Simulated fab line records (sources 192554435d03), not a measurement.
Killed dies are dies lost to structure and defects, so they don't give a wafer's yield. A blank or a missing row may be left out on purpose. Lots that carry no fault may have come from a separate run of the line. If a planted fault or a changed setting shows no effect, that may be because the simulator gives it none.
Struck lot and sound lot, side by side ; flow n5_finfet ; 37 out of 1938 route steps
Sound: the wafers L246.1, L246.5, L246.6. The struck wafers were L238.1, L238.2, L238.4. At the end, the cause is stated.
At each step with rows: each side's tool, then ch and its chambers, then its first start. Under that, the readings that differ: sound wafers ; struck wafers ; difference of the means ; sigmas: that difference in standard deviations of wafers without a fault.
alike: same words and numbers on both sides, and readings whose means sit less than 2 such deviations apart. not compared: any withheld reading, any reading some wafer has no value for, any bound like >300 that may hide the same value, and any number with overlapping values for which the record gives no deviation.
The two part at a step that has a row with sigmas, a row that says differs or no value, or rows on one side only. When numbers do not overlap yet have no deviation, they are printed without sigmas and do not part them. Lack of a reading on every wafer of one side parts them only where that side has two or more wafers.

first, 9 steps without rows for these wafers: N5_BEOL_M4_ANNEAL_95 (time 240 s); N5_BEOL_M4_SPUTTER_96 (material Cu, target thk 4.5 nm, time 8.29 s); N5_BEOL_M4_ECD_50 (material Cu, target thk 300 nm); N5_BEOL_M4_ANNEAL_51 (time 90 s); N5_BEOL_M4_CMP_52 (polishes, stops on SiOC, t overpolish 6.8 s, target thk 40 nm); N5_BEOL_M4_PRE_CLEAN_60 (time 15 s); N5_BEOL_M4_CO_CAP_55 (material Co, precursor CCTBA/H2, target thk 2 nm, time 102.1 s); N5_BEOL_M4_PRE_CLEAN_56 (time 15 s); N5_BEOL_M4_DEP_57 (deposits SiCN from 3MS/NH3, target thk 8 nm, time 14 s).
N5_BEOL_M4_RC_MEAS_101:
  sound on prober-02 ch 0, day 16 07:40; struck on prober-02 ch 0, day 14 04:02
  alike: DIBL_N, DIBL_P, IOFF_N, IOFF_P, ION_N, ION_P, SS_N, SS_P, VT_N, VT_P
then, 24 steps without rows for these wafers: N5_BEOL_M5_ILD_DEP_00 (deposits SiCOH lowk from DEMS/porogen, target thk 140.64 nm, time 25.9 s); N5_BEOL_M5_CURE_79 (cures SiCOH lowk, time 240 s); N5_BEOL_M5_PECVD_70 (deposits SiO2 from TEOS/O2, target thk 16 nm, time 18 s); N5_BEOL_M5_HM_DEP_02 (deposits TiN, target thk 20 nm); N5_BEOL_M5_COAT_59 (time 60 s, resist thk 60 nm); N5_BEOL_M5_COAT_60 (time 60 s, resist thk 12 nm); N5_BEOL_M5_COAT_71 (time 60 s, resist thk 5 nm); N5_BEOL_M5_COAT_05 (resist thk 30 nm); N5_BEOL_M5_EBR_07; N5_BEOL_M5_SOFTBAKE_06 (time 60 s); N5_BEOL_M5_EXPOSE_08 (exposes mask M5, target cd 28 nm); N5_BEOL_M5_PEB_09 (peb time 60 s); N5_BEOL_M5_DEVELOP_10 (develop time 30 s); N5_BEOL_M5_DESCUM_16 (chemistry O2, time 7 s); N5_BEOL_M5_ETCH_72 (etches underlayer in N2/H2, target depth 6.5 nm, time 5.2 s); N5_BEOL_M5_ETCH_61 (etches SiARC in CF4, target depth 15.6 nm, time 26 s); N5_BEOL_M5_ETCH_62 (etches SOC in N2/H2, target depth 75 nm, overetch 15 nm, time 112.5 s); N5_BEOL_M5_STRIP_63 (strips in N2/H2); N5_BEOL_M5_STRIP_73 (strips in N2/H2); N5_BEOL_M5_STRIP_64 (strips in CF4); N5_BEOL_M5_HM_OPEN_17 (chemistry Cl2/BCl3, target TiN, target depth 20 nm, overetch 6 nm); N5_BEOL_M5_STRIP_19 (strips in O2); N5_BEOL_M5_COAT_65 (time 60 s, resist thk 60 nm); N5_BEOL_M5_COAT_66 (time 60 s, resist thk 12 nm).
-- a jump in the record: the struck wafers' starts before and after are 3 days apart (it breaks off in module BEOL_M5 and resumes in module BEOL_M11, where the first step shown is number 1577 of the route) --
N5_BEOL_M11_STRIP_36: strips in N2/H2.
  sound on rie_diel-06 ch 0,1,2, day 19 01:07; struck on rie_diel-06 ch 0,1,3, day 16 18:56
  no value came back on the struck wafers for any of 9 readings (bias_power_w (W), chamber_pressure_mTorr (mTorr) and others); on the sound wafers bias_power_w (W) reads 7.016 7.000 7.004
reading;sound;struck;difference;sigmas
model.SOC_of_BEOL_M11_COAT_63.thk_nm (nm);0 0 0;92.2 92.2 92;+92.1;
  not compared: rf_hours_counter_h
N5_BEOL_M11_ETCH_41: etches SiCN in CH3F/O2, target depth 42.6 nm, time 86 s.
  sound on rie_diel-06 ch 0,1,2; struck on rie_diel-06 ch 0,1,3, day 16 19:01
reading;sound;struck;difference;sigmas
model.SOC_of_BEOL_M11_COAT_63.thk_nm (nm);0 0 0;64.6 64.8 63.6;+64.3;
  alike: drypump_motor_current_A, oes_product_au, rf_vpp_V, showerhead_plenum_p_Torr, throttle_valve_pct
  not compared: rf_hours_counter_h
N5_PASSIVATION_PROBE_49:
  sound: prober-02 at day 20 22:16; struck: prober-01 at day 18 18:19
reading;sound;struck;difference;sigmas
defect_limited_yield (%);90.7 89.7 91.9;0 0 0;-91;-65
killed_at_M4_up;15 12 17;1079 1118 1093;+1082;+99 or more
killed_dies;110 121 95;1180 1180 1180;+1071;+63
killed_on_rim;22 22 10;152 152 152;+134;+34
sort_bin_5_function (%);6.1 5.8 5.1;95.7 97.5 95.8;+90.7;+91
sort_n_pass;1070 1059 1085;0 0 0;-1071;-56
sort_yield_pct (%);90.7 89.7 91.9;0 0 0;-91;-57
  alike: killed_at_M0_to_M3, killed_at_contacts, killed_at_front_end, killed_at_other, killed_open, killed_short, sort_bin_6_memory

## WHERE THEY PART
At N5_BEOL_M11_STRIP_36 first; at N5_PASSIVATION_PROBE_49 last (within this record only).

WHY: whatever the simulator had introduced
Step skipped in full: rie_diel-06, at N5_BEOL_M11_STRIP_36, from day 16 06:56 onward. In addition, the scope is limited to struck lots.
